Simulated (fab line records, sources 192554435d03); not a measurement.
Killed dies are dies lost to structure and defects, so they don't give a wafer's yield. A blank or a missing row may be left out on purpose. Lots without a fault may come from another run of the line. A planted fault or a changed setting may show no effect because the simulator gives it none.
fab line records | flow n5_finfet
record lots=4 wafers=11 last_day=18
route steps=1938 shown BEOL_M4@1099 BEOL_M5@1112 PASSIVATION@1930
lots that met no fault: from a run of the same line without faults
start_h: hours from the record's first day to the start of the lot's first wafer shown | wait_h: hours since the lot's step before | " the same as in the row above | L1.1+2: a row that stands for several wafers | - no value, or no start given | * or withheld: withheld | < > ~ a bound
route shown NAME@n: a module of which the file shows steps, and the number in the route of the first | usual: mean/standard deviation of fault-free wafers | same: alike in all rows | chamber/n: place in a boat | sites: the reading at each site | _std_site: their standard deviation | _edge_site: outer sites' mean less inner sites' | radius_mm: how far each site lies from the wafer's centre | mask NAME#n: copy n | behind: the tool/chamber that last shaped the wafer | hold: why the lot was held/for how many hours/how that ended | device: the transistor (n, p or np) that didn't switch | end of line: the same wafers' tests at the end of the route | a step without rows: its recipe alone | killed: dies lost to structure and defects at the first sort, not the wafer's yield | map: a wafer's dies, x killed, . not, _ none there
set.NAME: the setting as run; set.NAME@STEP: as run at that earlier step | model.NAME: the simulator's own value behind a step, which no gauge read
lots at some steps of the route; a table a step, a row a wafer
services: from which hour (start_h, from the record's first day; less than 0 if before it) a tool's chamber was out of use, for how many hours, and why
## steps
# step N5_BEOL_M4_ANNEAL_95
# recipe temp_c=400 time_s=240 ambient=vacuum
# step N5_BEOL_M4_SPUTTER_96
# recipe material=Cu target_thk_a=45 temp_c=-20 chamber_pressure_pa=0.07 power_w=withheld time_s=8.29
# step N5_BEOL_M4_ECD_50
# recipe material=Cu target_thk_a=3000
# step N5_BEOL_M4_ANNEAL_51
# recipe temp_c=225 time_s=90 ambient=N2
# step N5_BEOL_M4_CMP_52
# recipe stop_on=SiOC t_overpolish_s=6.8 down_force_psi=1 platen_rpm=50 clearing_platen_down_force_psi=1.5 clearing_platen_rpm=50 post_cmp_clean=cu_alkaline target_thk_nm=40 clearing_platen_pad_velocity_m_s=0.99484 pad_velocity_m_s=0.99484
# step N5_BEOL_M4_PRE_CLEAN_60
# recipe gas=NH3/H2 time_s=15 temp_c=* rf_power_w=300
# step N5_BEOL_M4_CO_CAP_55
# recipe material=Co target_thk_a=20 temp_c=200 precursor=CCTBA/H2 pressure_torr=30 time_s=102.1
# step N5_BEOL_M4_PRE_CLEAN_56
# recipe gas=NH3 time_s=15 temp_c=withheld rf_power_w=300
# step N5_BEOL_M4_DEP_57
# recipe material=SiCN target_thk_a=80 temp_c=withheld precursor=3MS/NH3 pressure_torr=3 rf_w=202 time_s=14
# step N5_BEOL_M4_RC_MEAS_101
# usual DIBL_N=35.1/1.6 DIBL_P=34.9/1.8 IOFF_N=0.143/0.026 IOFF_P=0.21/0.037 ION_N=671/11 ION_P=463/7.8 SS_N=71.2/0.58 SS_P=73.0/0.54 VT_N=251/3 VT_P=-250/4.1
# columns lot.wafer tool chamber start_h wait_h DIBL_N[mV/V] DIBL_P[mV/V] IOFF_N[nA/um] IOFF_P[nA/um] ION_N[uA/um] ION_P[uA/um] SS_N[mV/dec] SS_P[mV/dec] VT_N[mV] VT_P[mV]
L891.1 prober-02 0 211.18 0.0 36.1 37.0 0.181 0.27 673 466 72.0 73.5 248 -244
L891.3 " 0 " " 33.7 34.1 0.138 0.22 664 464 71.2 72.5 249 -245
L891.5 " 0 " " 33.0 33.6 0.137 0.21 675 470 70.8 73.3 249 -246
L899.3 prober-02 0 283.86 0.4 33.6 34.5 0.133 0.19 675 463 70.5 73.1 251 -251
L899.5 " 0 " " 32.1 33.4 0.114 0.18 667 467 70.3 72.9 255 -251
L902.1 prober-02 0 311.39 0.0 33.5 31.1 0.101 0.14 657 456 70.3 72.1 253 -255
L902.5 " 0 " " 36.4 35.6 0.141 0.20 661 460 70.5 73.8 252 -253
L902.6 " 0 " " 34.8 33.8 0.121 0.18 674 464 70.5 72.9 251 -254
L905.3 prober-01 0 318.04 0.3 37.0 37.2 0.151 0.23 654 459 72.1 73.3 251 -246
L905.5 " 0 " " 36.2 35.3 0.142 0.21 663 463 71.6 72.9 251 -250
L905.6 " 0 " " 32.8 32.6 0.102 0.17 661 468 70.6 72.5 256 -249
# step N5_BEOL_M5_ILD_DEP_00
# recipe material=SiCOH_lowk target_thk_a=1406.4 temp_c=300 precursor=DEMS/porogen pressure_torr=5 rf_w=500 time_s=25.9
# step N5_BEOL_M5_CURE_79
# recipe temp_c=385 time_s=240 ambient=He/Ar material=SiCOH_lowk
# step N5_BEOL_M5_PECVD_70
# recipe material=SiO2 target_thk_a=160 temp_c=400 precursor=TEOS/O2 pressure_torr=5.5 rf_w=450 teos_flow_sccm=53.8 gas=O2 flow_sccm=3000 time_s=18
# step N5_BEOL_M5_HM_DEP_02
# recipe material=TiN target_thk_a=200 temp_c=25 chamber_pressure_pa=0.49996
# step N5_BEOL_M5_COAT_59
# recipe resist=SOC temp_c=250 time_s=60 spin_rpm=1500 resist_thk_nm=60
# step N5_BEOL_M5_COAT_60
# recipe resist=SiARC temp_c=220 time_s=60 spin_rpm=1500 resist_thk_nm=12
# step N5_BEOL_M5_COAT_71
# recipe resist=underlayer temp_c=205 time_s=60 spin_rpm=1500 resist_thk_nm=5
# step N5_BEOL_M5_COAT_05
# recipe resist=CAR-EUV spin_rpm=1500 resist_thk_nm=30
# step N5_BEOL_M5_EBR_07
# recipe solvent=PGMEA ebr_width_mm=1.5
# step N5_BEOL_M5_SOFTBAKE_06
# recipe temp_c=110 time_s=60 resist=CAR-EUV
# step N5_BEOL_M5_EXPOSE_08
# recipe mask_id=M5 na=0.33 source_shape=annular sigma_inner=0.4 sigma_outer=0.8 polarization=unpolarized target_cd_nm=28 dose_mj=35.75
# step N5_BEOL_M5_PEB_09
# recipe peb_temp_c=100 peb_time_s=60 resist=CAR-EUV
# step N5_BEOL_M5_DEVELOP_10
# recipe develop_time_s=30 developer=TMAH resist=CAR-EUV rinse_liquid=surfactant_rinse dry=air_spin dev_temp_c=23
# step N5_BEOL_M5_DESCUM_16
# recipe chemistry=O2 time_s=7 source_power_w=50 bias_power_w=20 pressure_mtorr=20 rf_frequency_hz=2.712e+07 temp_c=40 resist=CAR-EUV o2_flow_sccm=225
# step N5_BEOL_M5_ETCH_72
# recipe chemistry=N2/H2 target=underlayer target_depth_a=65 mask_material=CAR-EUV time_s=5.2 ion_energy_ev=200 pressure_mtorr=30 source_w=840 bias_w=150 n2_flow_sccm=200 h2_flow_sccm=200 ends=cleared
# step N5_BEOL_M5_ETCH_61
# recipe chemistry=CF4 target=SiARC target_depth_a=156 mask_material=CAR-EUV time_s=26 ion_energy_ev=80 pressure_mtorr=40 source_w=545 bias_w=36 Ar_flow_sccm=100 cf4_flow_sccm=100 ends=cleared
# step N5_BEOL_M5_ETCH_62
# recipe chemistry=N2/H2 target=SOC target_depth_a=750 overetch_a=150 mask_material=SiARC temp_c=40 time_s=112.5 ion_energy_ev=200 pressure_mtorr=30 source_w=840 bias_w=150 n2_flow_sccm=200 h2_flow_sccm=200
# step N5_BEOL_M5_STRIP_63
# recipe chemistry=N2/H2 temp_c=40 n2_flow_sccm=200 h2_flow_sccm=200 rf_frequency_hz=6e+07
# step N5_BEOL_M5_STRIP_73
# recipe chemistry=N2/H2 temp_c=40 n2_flow_sccm=200 h2_flow_sccm=200 rf_frequency_hz=6e+07
# step N5_BEOL_M5_STRIP_64
# recipe chemistry=CF4 resist=SiARC power_w=300 bias_power_w=75 pressure_mtorr=50 cf4_flow_sccm=150 rf_frequency_hz=6e+07
# step N5_BEOL_M5_HM_OPEN_17
# recipe chemistry=Cl2/BCl3 target_depth_a=200 overetch_a=60 target=TiN mask_material=SOC ion_energy_ev=150 pressure_mtorr=10 icp_w=1000 bias_w=126 Cl2_flow_sccm=53.25 bcl3_flow_sccm=21.75 Ar_flow_sccm=25
# step N5_BEOL_M5_STRIP_19
# recipe chemistry=O2 power_w=400 temp_c=40 pressure_mtorr=30 rf_frequency_hz=6e+07 bias_power_w=0 overash_fraction=0.2 o2_flow_sccm=225
# step N5_BEOL_M5_COAT_65
# recipe resist=SOC temp_c=250 time_s=60 spin_rpm=1500 resist_thk_nm=60
# step N5_BEOL_M5_COAT_66
# recipe resist=SiARC temp_c=220 time_s=60 spin_rpm=1500 resist_thk_nm=12
# step N5_PASSIVATION_ETCH_54
# recipe chemistry=CHF3/O2 target=SiO2 target_depth_a=8800 CHF3_flow_sccm=50 O2_flow_sccm=5 Ar_flow_sccm=200 time_s=440 mask_material=PR pressure_mtorr=30 source_w=650 bias_w=170 ion_energy_ev=200
# usual drypump_motor_current_A=5.69/0.26 oes_product_au=0.81/0.053 rf_fwd_power_W=648.9/1.9 rf_vpp_V=526/11 showerhead_plenum_p_Torr=2.45/0.075 throttle_valve_pct=18.69/0.23
# columns lot.wafer tool chamber start_h wait_h drypump_motor_current_A oes_product_au rf_fwd_power_W rf_hours_counter_h rf_vpp_V showerhead_plenum_p_Torr throttle_valve_pct model.PASSIVATION.feature_depth_nm model.etch.depth_nm
L891.1 rie_diel-06 3 330.08 0.1 5.26 0.89 648.1 46 512 2.46 18.37 885.2 885.2
L891.3 " 2 " " 5.78 0.80 646.5 95 541 2.54 18.54 882.6 882.6
L891.5 " 1 " " 5.62 0.78 649.2 - 534 2.33 18.68 876.6 876.5
L899.3 rie_diel-06 3 385.36 0.1 5.27 0.86 646.3 65 514 2.45 18.38 880 879.9
L899.5 " 1 " " 5.61 0.77 - - 532 2.33 18.71 780.2 780.3
L902.1 rie_diel-06 0 409.20 0.1 5.61 0.77 646.9 126 521 2.51 18.91 875.2 875.3
L902.5 " 0 " " 5.61 0.77 - - 522 2.51 18.91 776 776.1
L902.6 " 3 " " 5.26 0.85 650.5 - 513 2.45 18.41 878.6 878.7
L905.3 rie_diel-05 1 417.98 0.1 5.79 0.80 649.4 104 521 2.43 18.44 858.8 858.8
L905.5 " 1 " " 5.80 0.80 650.8 - 523 2.43 18.43 862 862.1
L905.6 " 2 " " 6.15 0.75 652.1 - 516 2.40 19.11 859 859
# step N5_PASSIVATION_PROBE_49
# usual defect_limited_yield=91.1/1.4 killed_at_M0_to_M3=36/11 killed_at_M4_up=14/5.2 killed_at_contacts=12/6.1 killed_at_front_end=40/12 killed_at_other=3.2/2.5 killed_dies=105/16 killed_on_rim=14/4.4 killed_open=68/12 killed_short=35/8.7 sort_bin_5_function=5.2/0.89 sort_bin_6_memory=3.3/0.66 sort_n_pass=1074/16 sort_yield_pct=91.1/1.4
# same gross_dies=1180 killed_at_back_side=0 sort_bin_4_leakage[%]=0 sort_bin_8_speed[%]=0
# columns lot.wafer tool chamber start_h wait_h defect_limited_yield[%] killed_at_M0_to_M3 killed_at_M4_up killed_at_contacts killed_at_front_end killed_at_other killed_dies killed_on_rim killed_open killed_short sort_bin_5_function[%] sort_bin_6_memory[%] sort_n_pass sort_yield_pct[%]
L891.1 prober-01 - 332.86 0.0 90.8 58 7 13 27 3 108 11 70 38 5.8 3.1 1072 90.8
L891.3 prober-01 - 332.96 0.1 91.1 36 18 12 36 3 105 16 63 41 5.0 3.7 1075 91.1
L891.5 prober-01 - 333.06 0.2 91.3 49 13 8 27 6 103 14 64 38 5.7 2.8 1077 91.3
L899.3 prober-01 - 388.24 0.1 91.8 46 12 3 30 6 97 8 62 34 5.7 2.1 1083 91.8
L899.5 prober-01 - 388.34 0.2 85.1 48 30 11 46 41 176 38 97 40 10.1 4.3 1004 85.1
L902.1 prober-01 - 411.98 0.0 92.9 30 9 9 35 1 84 8 56 28 4.4 2.5 1096 92.9
L902.5 prober-01 - 412.18 0.2 90.3 15 13 12 24 50 114 38 46 23 7.6 1.9 1066 90.3
L902.6 prober-01 - 412.23 0.3 93.7 33 7 9 23 2 74 11 44 29 4.2 1.9 1106 93.7
L905.3 prober-01 - 420.86 0.1 91.5 35 12 13 37 3 100 16 66 30 4.3 3.9 1080 91.5
L905.5 prober-01 - 420.96 0.2 91.2 28 14 21 34 7 104 13 65 36 5.9 2.5 1076 91.2
L905.6 prober-01 - 421.01 0.3 90.3 54 16 15 26 4 115 16 60 45 5.7 3.3 1065 90.3
# killed by level:class
L891.1 BEOL_M0_SAQP:geometric_particle:short=15 BEOL_M0_SAQP:geometric_particle:open=14 BEOL_M2:geometric_particle:open=14 MOL_CONTACT_COAG:geometric_particle:open=10 BEOL_M2:geometric_particle:short=7 BEOL_M1:geometric_particle:open=6 FIN_SAQP:geometric_particle:short=4 STI_FIN_REVEAL:geometric_particle:open=4
L891.3 FIN_SAQP:geometric_particle:short=12 MOL_CONTACT_COAG:geometric_particle:open=10 BEOL_M0_SAQP:geometric_particle:short=8 BEOL_M2:geometric_particle:open=8 BEOL_M4:geometric_particle:open=7 BEOL_M0_SAQP:geometric_particle:open=6 BEOL_M3:geometric_particle:open=6 FIN_SAQP:geometric_particle:open=4
L891.5 BEOL_M0_SAQP:geometric_particle:open=15 BEOL_M0_SAQP:geometric_particle:short=14 FIN_SAQP:geometric_particle:open=9 MOL_CONTACT_COAG:geometric_particle:open=8 BEOL_M2:geometric_particle:open=6 BEOL_M1:geometric_particle:open=5 BEOL_M3:geometric_particle:open=4 BEOL_M4:geometric_particle:open=4
L899.3 BEOL_M0_SAQP:geometric_particle:short=11 BEOL_M2:geometric_particle:open=10 DUMMY_GATE:geometric_particle:open=6 BEOL_M3:geometric_particle:open=6 BEOL_M1:geometric_particle:open=6 FIN_SAQP:geometric_particle:open=4 GATE_CUT:geometric_particle:open=4 BEOL_M4:geometric_particle:open=4
L899.5 PASSIVATION:area_etch=36 BEOL_M1:geometric_particle:open=16 BEOL_M4:geometric_particle:open=15 MOL_CONTACT_COAG:geometric_particle:open=10 BEOL_M2:geometric_particle:open=9 FIN_SAQP:geometric_particle:short=8 BEOL_M0_SAQP:geometric_particle:open=8 BEOL_M3:geometric_particle:open=7
L902.1 FIN_SAQP:geometric_particle:open=13 MOL_CONTACT_COAG:geometric_particle:open=8 BEOL_M2:geometric_particle:open=8 FIN_SAQP:geometric_particle:short=6 STI_FIN_REVEAL:geometric_particle:open=6 BEOL_M0_SAQP:geometric_particle:short=6 BEOL_M1:geometric_particle:open=4 DUMMY_GATE:geometric_particle:open=3
L902.5 PASSIVATION:area_etch=44 MOL_CONTACT_COAG:geometric_particle:open=9 FIN_SAQP:geometric_particle:short=7 STI_FIN_REVEAL:geometric_particle:open=7 BEOL_M8:geometric_particle:open=6 BEOL_M3:geometric_particle:open=5 BEOL_M0_SAQP:geometric_particle:short=4 BEOL_M4:geometric_particle:open=4
L902.6 BEOL_M3:geometric_particle:open=8 BEOL_M0_SAQP:geometric_particle:open=8 FIN_SAQP:geometric_particle:short=7 FIN_SAQP:geometric_particle:open=6 MOL_CONTACT_COAG:geometric_particle:open=4 MOL_CONTACT_COAG:geometric_particle:short=4 BEOL_M0_SAQP:geometric_particle:short=4 BEOL_M0:geometric_particle:open=4
L905.3 MOL_CONTACT_COAG:geometric_particle:open=11 STI_FIN_REVEAL:geometric_particle:open=8 BEOL_M2:geometric_particle:open=8 GATE_CUT:geometric_particle:short=7 BEOL_M3:geometric_particle:open=7 BEOL_M0_SAQP:geometric_particle:open=6 GATE_CUT:geometric_particle:open=5 BEOL_M4:geometric_particle:open=4
L905.5 MOL_CONTACT_COAG:geometric_particle:open=14 BEOL_M0_SAQP:geometric_particle:open=7 BEOL_M2:geometric_particle:open=7 MOL_CONTACT_COAG:geometric_particle:short=6 GATE_CUT:geometric_particle:short=5 BEOL_M1:geometric_particle:open=5 BEOL_M4:geometric_particle:open=5 FIN_SAQP:geometric_particle:open=4
L905.6 BEOL_M0_SAQP:geometric_particle:short=13 MOL_CONTACT_COAG:geometric_particle:open=12 BEOL_M0_SAQP:geometric_particle:open=10 BEOL_M2:geometric_particle:open=9 BEOL_M3:geometric_particle:short=8 BEOL_M4:geometric_particle:open=7 FIN_SAQP:geometric_particle:short=6 BEOL_M3:geometric_particle:open=6
# map L899.5 (x killed, . not)
_________________..xx..x....x________________
______________...x.x..xxxx..x.xx_____________
___________xx..........x..xx..x....__________
__________...................x......_________
________x.x...............x........xx._______
_______..........x............x.xx..xx.______
______x...xx.........x.................._____
_____.........xxx...........x............____
____xx...x.x.xx.........x............x....___
___x......x.....x.......x......x...........__
___xx......x......x....x.......xx.......x.x__
__xxx...........xx.....x...................._
__xx........x............x.x.........x......_
_xx..x.x.....x..x.........x...x..............
_x....x.........................x............
_..xx..x......x.x..x....x............x..x....
_xx................................x..x.x....
_......x..x.......x..x.........x......xx.....
_x...xx.........................x.......x....
_..............x.......x.....................
_.....x...............x.....xx...............
__.xx...........................x..x........_
__x.x...x......x.xxx........x.x.....x......._
___.x.........x............xx..xx......x...__
___..x..x.x..x.......x..............x....x.__
____...x.x....x...x.......................___
_____..x.x.xx.......x...................x____
______...............x.....x.x.......x.._____
_______.......x.............x..x......x______
________.....x............x....x....x._______
__________.x.x.........x..x......x.._________
___________x.x..........x..........__________
______________....x............._____________
_________________....x.......________________
# map L902.5 (x killed, . not)
_________________...x.xx.x...________________
______________..x..........x..x._____________
___________.....................x.x__________
__________....................x..xx._________
________.x...........x....x.........x._______
_______................................______
______x.x.......x.x...x................._____
_____x..x...x...x.........xx.............____
____x..................................x.x___
___..x.............xx..................x.xx__
___..........x.......x....................x__
__....x.............x.....................xx_
__x.........x...........................xxxx_
_................x......................x.xxx
_...........xx..xx............x.........xxxx.
_....x................................x......
_.x....x......x.........................x....
_...x...x..........x...............x........x
_x............x....x........x......x.........
_..............x.............................
_x..x.................................xx....x
__............................x............._
__..x.....x..x.............................._
___x....................x..................__
___.............x..........................__
____...x.x................................___
_____.x...............................x..____
______.........x..x.......x............._____
_______...................x.....x......______
________.............................x_______
__________...x..........xx........xx_________
___________.........x..............__________
______________...........x...x.._____________
_________________....x.x..xx.________________
## services
# columns tool chamber start_h hours kind
rie_diel-05 0 329.85 3.2 repair
rie_diel-05 - 339.29 2.8 pm
rie_diel-05 1 355.98 1.7 repair
rie_diel-06 0 393.32 5.4 repair
## key
first_sign step=N5_PASSIVATION_PROBE_49 reading=killed_at_other direction=up sigmas=17 usual=3.2 struck=45.5
effect step=N5_PASSIVATION_PROBE_49 reading=sort_bin_5_function direction=up sigmas=4.1 usual=5.2 struck=8.9
model_effect step=N5_PASSIVATION_ETCH_54 value=PASSIVATION.feature_depth_nm without=880.7 struck=778.1
more_kills_born_at N5_PASSIVATION_ETCH_54@rie_diel-06=80
met_at N5_PASSIVATION_ETCH_54
struck_wafers L899.5,L902.5
onset_between 330.08 385.36
fault kind=process_parameter_drift tool=rie_diel-06 chamber=- onset_h=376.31 steps=N5_PASSIVATION_ETCH_54 channel=time_s offset=* shape=step end_h=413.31 scope=struck_wafers_only acts_in=* stated=*
